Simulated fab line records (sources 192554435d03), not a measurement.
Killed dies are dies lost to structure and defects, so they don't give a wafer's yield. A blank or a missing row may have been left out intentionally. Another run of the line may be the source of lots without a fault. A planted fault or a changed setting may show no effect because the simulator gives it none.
The tool behind it: which one? -- flow n5_finfet -- 36 wafers sampled from 12 lots at 1 step of a route of 1938

== WHAT EACH GAUGE READ, for each wafer ==
N5_WELL_APT_CD_MEAS_08: the cd target is 200 nm.
lot,measured,on,cd_nm (nm)
L075,day 1 19:49,cd_sem-02,197.8 199.8 201.3
L077,day 2 07:44,cd_sem-03,199.5 199.2 199.9
L079,day 2 19:41,cd_sem-03,200.3 200.0 201.7
L081,day 3 07:35,cd_sem-02,198.8 199.4 200.0
L083,day 3 19:35,cd_sem-03,199.6 200.5 200.0
L085,day 4 07:34,cd_sem-02,198.9 199.4 199.4
L087,day 4 20:28,cd_sem-02,199.9 200.3 200.0
L089,day 5 07:41,cd_sem-03,200.2 201.0 200.3
L091,day 5 19:41,cd_sem-03,199.7 200.0 198.5
L093,day 6 07:52,cd_sem-02,199.4 199.2 198.2
L095,day 6 20:13,cd_sem-03,199.2 199.6 198.3
L097,day 7 07:43,cd_sem-03,202.2 200.5 200.4

== EACH LOT AND THE TOOL THAT RAN IT (in order: tool; ch and the chambers of the sampled wafers; start) ==
There is no process step in the record ahead of these readings.

== THE ANSWER, worked out from the rows above alone ==
Rule: the lots themselves supply what counts as usual. The widest of any qualifying gaps counts: lots, ordered by their means at a reading, are off when they make up no more than a third of the lots, leave a main group of 4 or more, and stand apart from it by 3 or more times the standard deviation of that group's means. A main group is skipped when, at the precision printed for the reading in the tables above, its means are all equal. Also off: a lot with no number at a reading for which 4 or more lots have one. Any other lot the step has rows for is counted as sound.
Across all readings shown, no lot is off: no conclusion can be drawn from this.

== WHAT THE SIMULATOR HAD PUT IN ==
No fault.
